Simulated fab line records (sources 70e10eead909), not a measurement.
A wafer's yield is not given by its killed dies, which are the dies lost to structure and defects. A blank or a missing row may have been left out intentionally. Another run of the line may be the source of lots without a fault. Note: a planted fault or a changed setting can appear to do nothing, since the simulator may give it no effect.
Chamber matching ; flow nand harc ; NHARC_P_M0_ETCH_34 on rie diel-01: 4 sister chambers
The step etches the open film in N2/H2, target depth 40 nm, overetch 12 nm, time 43.94 s. 4 wafers are shown with their chamber, then 12 later ones without.

== EACH WAFER AND ITS CHAMBER ==
wafer;chamber;showerhead plenum p Torr (Torr)
L086.1;0;1.94
L091.1;3;1.95
L091.3;1;1.88
L091.4;2;2.07

== WAFERS WITH NO CHAMBER GIVEN ==
wafer;showerhead plenum p Torr (Torr)
L092.1;2.07
L092.2;1.94
L092.5;1.95
L093.3;1.94
L093.5;1.94
L093.6;1.95
L096.1;1.94
L096.5;1.95
L096.6;2.06
L097.1;1.94
L097.4;1.95
L097.5;1.95

== WHICH CHAMBER EACH ONE RAN IN ==
wafer;from the rows above;in truth
L092.1;2;2
L092.2;0;0
L092.5;3;3
L093.3;0;0
L093.5;0;0
L093.6;3;3
L096.1;0;0
L096.5;3;3
L096.6;2;2
L097.1;0;0
L097.4;3;3
L097.5;3;3
Placed correctly: 12 of 12. Left unplaced by these rows: 0. 0 placed wrongly.
How it was worked out, from the rows above alone: a wafer's distance from a chamber is the root of the sum, over the readings, of the square of ((its reading less the chamber's mean) divided by the reading's scatter). The wafer belongs to the nearest chamber; if the next one is less than 2 further off, it can't be placed. For every chamber, the mean is computed from those of its wafers that are shown. The scatter: root of mean squared gap, hidden wafer to nearest shown wafer, with one shown wafer a chamber.
